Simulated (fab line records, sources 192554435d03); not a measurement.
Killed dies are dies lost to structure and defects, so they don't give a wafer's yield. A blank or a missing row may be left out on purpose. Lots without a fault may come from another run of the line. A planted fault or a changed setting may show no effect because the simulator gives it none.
A struck lot beside a sound one | flow n5_finfet | 22 steps out of a route of 1938
Sound: wafers L837.1, L837.3, L837.6. Struck: wafer L844.2. (L844.1 of the same lot was not struck and is left out.) The cause comes at the end.
At each step with rows: each side's tool, then ch and its chambers, then its first start. Under that, the readings that differ: sound wafers | struck wafers | difference of the means | sigmas: that difference in standard deviations of wafers without a fault.
alike: readings whose means differ by less than 2 such deviations, and words and numbers that are the same on both sides. not compared: withheld readings, readings that some wafer has no value for, bounds like >300 that may hide the same value, and numbers for which the record gives no deviation and whose values overlap.
The two part at a step that has a row with sigmas, a row that says differs or no value, or rows on one side only. Numbers that don't overlap but have no deviation are shown without sigmas and don't part them. A reading that every wafer of one side lacks parts them only if that side has two wafers or more.

N5_WELL_APT_CD_MEAS_08: target cd 200 nm.
  sound on cd_sem-02 ch 0, day 1 19:36; struck on cd_sem-02 ch 0, day 3 13:52
  alike: cd_nm
N5_WELL_APT_OVL_MEAS_09:
  sound on overlay-02 ch 0, day 1 19:38; struck on overlay-02 ch 0, day 3 13:54
  alike: NWELL_OVL
N5_WELL_APT_INSPECT_10: inspects for defects (macro).
  sound on defect_inspect-01, day 1 19:39; struck on defect_inspect-02, day 3 13:55
  alike: raw_defect_count
N5_WELL_APT_DESCUM_13: chemistry O2, time 7.9 s.
  sound on rie_diel-02 ch 0,2,3, day 1 19:44; struck on rie_diel-04 ch 2, day 3 13:57
  alike: drypump_motor_current_A, oes_product_au, rf_vpp_V, showerhead_plenum_p_Torr, throttle_valve_pct
  not compared: rf_hours_counter_h
then, 8 steps without rows for these wafers: N5_WELL_APT_IMPLANT_14; N5_WELL_APT_IMPLANT_15; N5_WELL_APT_STRIP_16 (strips in SPM, time 900 s); N5_WELL_APT_HMDS_18 (time 60 s); N5_WELL_APT_COAT_19 (resist thk 950 nm); N5_WELL_APT_EBR_21; N5_WELL_APT_SOFTBAKE_20 (time 60 s); N5_WELL_APT_EXPOSE_22 (exposes mask PWELL, defocus 0 nm, target cd 200 nm).
N5_WELL_APT_PEB_23: peb time 90 s.
  sound on litho_track-03 ch 0, day 1 20:40; struck on litho_track-03 ch 0, day 3 15:00
  reading          | sound                | struck | difference | sigmas
  plate_temp_C (C) | 130.01 130.02 130.24 | 129.75 | -0.34      | -3
  alike: heater_power_total_W
then, 2 steps without rows for these wafers: N5_WELL_APT_DEVELOP_24 (develop time 45 s); N5_WELL_APT_HARDBAKE_29 (time 120 s).
N5_WELL_APT_CD_MEAS_25: target cd 200 nm.
  sound on cd_sem-03 ch 0, day 1 20:46; struck on cd_sem-02 ch 0, day 3 15:07
  reading    | sound             | struck | difference | sigmas
  cd_nm (nm) | 201.7 201.3 202.4 | 208.1  | +6.3       | +3
N5_WELL_APT_OVL_MEAS_26:
  sound on overlay-02 ch 0, day 1 20:48; struck on overlay-01 ch 0, day 3 15:08
  alike: PWELL_OVL
N5_WELL_APT_INSPECT_27: inspects for defects (macro).
  sound on defect_inspect-02, day 1 20:49; struck on defect_inspect-01, day 3 15:10
  alike: raw_defect_count
N5_WELL_APT_DESCUM_30: chemistry O2, time 7.9 s.
  sound on rie_diel-04 ch 1,3, day 1 20:52; struck on rie_diel-05 ch 3, day 3 15:12
  reading                   | sound             | struck | difference | sigmas
  model.WELL_APT.cd_nm (nm) | 201.8 201.6 202.5 | 208.1  | +6.1       |
  alike: drypump_motor_current_A, oes_product_au, rf_vpp_V, showerhead_plenum_p_Torr, throttle_valve_pct
  not compared: rf_hours_counter_h
then, 1 step without rows for these wafers: N5_WELL_APT_IMPLANT_31.
-- the record jumps here: 7 days lie between the struck wafers' starts before and after (it left off in module WELL_APT and takes up again in module BEOL_M4, whose first step shown is number 1111 of the route) --
N5_BEOL_M4_RC_MEAS_101:
  sound on prober-02 ch 0, day 9 10:29; struck on prober-01 ch 0, day 10 22:28
  reading   | sound       | struck | difference | sigmas
  VT_N (mV) | 247 248 248 | 255    | +7         | +2
  alike: DIBL_N, DIBL_P, IOFF_N, IOFF_P, ION_N, ION_P, SS_N, SS_P, VT_P
N5_PASSIVATION_PROBE_49:
  the record has rows for the sound wafers here (prober-02, day 13 23:44) and none for the struck ones

WHERE THEY PART
First at N5_WELL_APT_PEB_23; last, within this record, at N5_PASSIVATION_PROBE_49.

WHY: what the simulator had put in
Process parameter drift: litho_track-03, from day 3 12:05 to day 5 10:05, at N5_WELL_APT_PEB_23. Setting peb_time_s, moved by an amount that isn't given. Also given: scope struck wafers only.
